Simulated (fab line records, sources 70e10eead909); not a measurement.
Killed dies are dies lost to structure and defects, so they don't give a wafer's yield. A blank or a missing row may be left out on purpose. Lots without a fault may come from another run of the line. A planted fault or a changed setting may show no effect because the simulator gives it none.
A struck lot beside a sound one | flow nand_harc | 41 steps out of a route of 1302
Sound: wafers L683.3, L683.5, L683.6. Struck: wafer L689.1. (L689.3, L689.4 of the same lot were not struck and are left out.) The cause comes at the end.
At each step with rows: each side's tool, then ch and its chambers, then its first start. Under that, the readings that differ: sound wafers | struck wafers | difference of the means | sigmas: that difference in standard deviations of wafers without a fault.
alike: readings whose means differ by less than 2 such deviations, and words and numbers that are the same on both sides. not compared: withheld readings, readings that some wafer has no value for, bounds like >300 that may hide the same value, and numbers for which the record gives no deviation and whose values overlap.
The two part at a step that has a row with sigmas, a row that says differs or no value, or rows on one side only. Numbers that don't overlap but have no deviation are shown without sigmas and don't part them. A reading that every wafer of one side lacks parts them only if that side has two wafers or more.

NHARC_A_ONON_D1_INSPECT_32:
  sound on defect_inspect-02, day 8 11:55; struck on defect_inspect-02, day 11 14:15
  alike: raw_defect_count
then, 10 steps without rows for these wafers: NHARC_A_CHANNEL_HOLE_D1_DEP_00 (deposits aC, target thk 3100 nm); NHARC_A_CHANNEL_HOLE_D1_DEP_01 (deposits SiON, target thk 140 nm); NHARC_A_CHANNEL_HOLE_D1_DEHYDRATE_02 (time 120 s); NHARC_A_CHANNEL_HOLE_D1_HMDS_03 (time 30 s); NHARC_A_CHANNEL_HOLE_D1_COAT_36 (time 75 s); NHARC_A_CHANNEL_HOLE_D1_COAT_37 (time 65 s); NHARC_A_CHANNEL_HOLE_D1_COAT_04 (resist thk 90 nm); NHARC_A_CHANNEL_HOLE_D1_SOFTBAKE_05 (time 55 s); NHARC_A_CHANNEL_HOLE_D1_EBR_06; NHARC_A_CHANNEL_HOLE_D1_EXPOSE_07 (exposes mask HOLE D1, target cd 100 nm).
NHARC_A_CHANNEL_HOLE_D1_PEB_08: peb time 65 s.
  sound on litho_track-04 ch 0, day 8 14:34; struck on litho_track-04 ch 0, day 11 22:46
then, 1 step without rows for these wafers: NHARC_A_CHANNEL_HOLE_D1_DEVELOP_09 (develop time 35 s).
NHARC_A_CHANNEL_HOLE_D1_CD_MEAS_10: target cd 100 nm.
  sound on cd_sem-01 ch 0, day 8 14:38; struck on cd_sem-03 ch 0, day 11 22:50
  reading    | sound             | struck | difference | sigmas
  cd_nm (nm) | 100.2 100.1 100.5 | 106.4  | +6.1       | +14
NHARC_A_CHANNEL_HOLE_D1_OVL_MEAS_11:
  sound on overlay-02, day 8 14:43; struck on overlay-02, day 11 22:56
  reading           | sound       | struck | difference | sigmas
  overlay_x_nm (nm) | 0.0 0.2 0.3 | 2.1    | +1.9       | +2
  alike: overlay_y_nm
NHARC_A_CHANNEL_HOLE_D1_INSPECT_12:
  sound on defect_inspect-02, day 8 14:46; struck on defect_inspect-01, day 11 22:59
  alike: raw_defect_count
NHARC_A_CHANNEL_HOLE_D1_DESCUM_15: chemistry O2, time 3 s.
  sound on rie_diel-02 ch 2,3, day 8 14:50; struck on rie_diel-13 ch 1, day 11 23:29
  reading                            | sound           | struck | difference | sigmas
  model.A_CHANNEL_HOLE_D1.cd_nm (nm) | 99.99 100.3 100 | 106.5  | +6.4       |
  alike: drypump_motor_current_A, oes_product_au, rf_vpp_V, showerhead_plenum_p_Torr, throttle_valve_pct
  not compared: rf_hours_counter_h
then, 2 steps without rows for these wafers: NHARC_A_CHANNEL_HOLE_D1_ETCH_38 (etches the open film in CF4, target depth 39 nm, time 65 s); NHARC_A_CHANNEL_HOLE_D1_ETCH_39 (etches the open film in N2/H2, target depth 260 nm, time 325 s).
NHARC_A_CHANNEL_HOLE_D1_ETCH_34: etches the open film in CF4/CHF3, target depth 154 nm, time 77 s.
  sound on rie_diel-02 ch 1,2,3; struck on rie_diel-13 ch 0
  alike: drypump_motor_current_A, oes_product_au, rf_vpp_V, showerhead_plenum_p_Torr, throttle_valve_pct
  not compared: rf_hours_counter_h
NHARC_A_CHANNEL_HOLE_D1_ETCH_16: etches the open film in O2/COS, target depth 3100 nm, time 806 s.
  sound on rie_diel-02 ch 0,1; struck on rie_diel-13 ch 1
  alike: drypump_motor_current_A, oes_product_au, rf_vpp_V, showerhead_plenum_p_Torr, throttle_valve_pct
  not compared: rf_hours_counter_h
NHARC_A_CHANNEL_HOLE_D1_CD_MEAS_18:
  sound on cd_sem-02, day 8 16:08; struck on cd_sem-02, day 12 00:49
  reading    | sound          | struck | difference | sigmas
  cd_nm (nm) | 98.1 98.7 97.2 | 104.6  | +6.6       | +4
NHARC_A_CHANNEL_HOLE_D1_ETCH_19: etches the open film in C4F8/O2/Ar, time 34.5 s.
  sound on har_etch-02 ch 0,1, day 8 17:56; struck on har_etch-01 ch 0, day 12 07:21
  reading                | sound | struck | difference                   | sigmas
  rf_hours_counter_h (h) | - - - | 137    | no value on the sound wafers |
  alike: drypump_motor_current_A, showerhead_plenum_p_Torr, throttle_valve_pct
then, 4 steps without rows for these wafers: NHARC_A_CHANNEL_HOLE_D1_ETCH_20 (etches the open film in C4F8/O2/Ar, time 361.9 s, target depth 1600 nm); NHARC_A_CHANNEL_HOLE_D1_ETCH_21 (etches the open film in C4F8/O2/Ar, time 514.3 s, target depth 1600 nm); NHARC_A_CHANNEL_HOLE_D1_ETCH_22 (etches the open film in C4F8/O2/Ar, time 666.7 s, target depth 1600 nm); NHARC_A_CHANNEL_HOLE_D1_ETCH_23 (etches the open film in C4F8/O2/Ar, time 819 s, target depth 1600 nm).
NHARC_A_CHANNEL_HOLE_D1_ETCH_24: etches the open film in C4F8/O2/Ar, time 906.2 s, target depth 1500 nm.
  sound on har_etch-02 ch 0,1, day 8 20:18; struck on har_etch-01 ch 0, day 12 09:28
  reading                | sound | struck | difference                   | sigmas
  rf_hours_counter_h (h) | - - - | 140    | no value on the sound wafers |
  alike: drypump_motor_current_A, showerhead_plenum_p_Torr, throttle_valve_pct
NHARC_A_CHANNEL_HOLE_D1_ETCH_25: etches the open film in C4F8/O2/Ar, time 1040.2 s, target depth 1500 nm.
  sound on har_etch-02 ch 0,1, day 8 21:07; struck on har_etch-01 ch 0, day 12 10:14
  reading                | sound | struck | difference                   | sigmas
  rf_hours_counter_h (h) | - - - | 140    | no value on the sound wafers |
  alike: drypump_motor_current_A, showerhead_plenum_p_Torr, throttle_valve_pct
then, 5 steps without rows for these wafers: NHARC_A_CHANNEL_HOLE_D1_ETCH_26 (etches the open film in C4F8/O2/Ar, time 224.1 s, target depth 300 nm); NHARC_A_CHANNEL_HOLE_D1_ETCH_33 (etches the open film in C4F8/O2/Ar, time 90 s, target depth 400 nm); NHARC_A_CHANNEL_HOLE_D1_STRIP_41 (strips in N2/H2); NHARC_A_CHANNEL_HOLE_D1_STRIP_42 (strips in CF4/CHF3); NHARC_A_CHANNEL_HOLE_D1_STRIP_43 (strips in O2/COS).
NHARC_A_CHANNEL_HOLE_D1_ETCH_44: etches the open film in CF4/O2, target depth 140 nm, overetch 14 nm, time 77 s.
  sound on rie_diel-13 ch 0,1,2, day 8 22:40; struck on rie_diel-13 ch 1, day 12 12:04
  reading                            | sound             | struck | difference | sigmas
  model.A_CHANNEL_HOLE_D1.cd_nm (nm) | 90.57 91.79 91.32 | 96.35  | +5.12      |
  alike: drypump_motor_current_A, oes_f_703_au, oes_product_au, rf_vpp_V, showerhead_plenum_p_Torr, throttle_valve_pct
  not compared: rf_hours_counter_h
then, 3 steps without rows for these wafers: NHARC_A_CHANNEL_HOLE_D1_STRIP_27 (strips in O2); NHARC_A_CHANNEL_HOLE_D1_PRECLEAN_28 (cleans in SC1); NHARC_A_CHANNEL_HOLE_D1_SRD_29.
NHARC_A_CHANNEL_HOLE_D1_CD_MEAS_30:
  sound on cd_sem-02, day 8 23:28; struck on cd_sem-02, day 12 12:51
  reading    | sound          | struck | difference | sigmas
  cd_nm (nm) | 90.2 91.8 91.0 | 96.6   | +5.6       | +6
NHARC_A_CHANNEL_HOLE_D1_XSEM_31:
  sound on xsem-02 ch 0, day 8 23:33; struck on xsem-02 ch 0, day 12 12:56
  reading        | sound          | struck | difference | sigmas
  bot_cd_nm (nm) | 75.0 76.6 77.3 | 81.5   | +5.2       | +5
  alike: bow_nm, tilt_deg
NHARC_A_CHANNEL_HOLE_D1_INSPECT_40:
  sound on defect_inspect-02, day 8 23:38; struck on defect_inspect-02, day 12 13:02
  alike: raw_defect_count

WHERE THEY PART
First at NHARC_A_CHANNEL_HOLE_D1_CD_MEAS_10; last, within this record, at NHARC_A_CHANNEL_HOLE_D1_XSEM_31. Later steps at which nothing parts them and some readings are alike: NHARC_A_CHANNEL_HOLE_D1_INSPECT_40.

WHY: what the simulator had put in
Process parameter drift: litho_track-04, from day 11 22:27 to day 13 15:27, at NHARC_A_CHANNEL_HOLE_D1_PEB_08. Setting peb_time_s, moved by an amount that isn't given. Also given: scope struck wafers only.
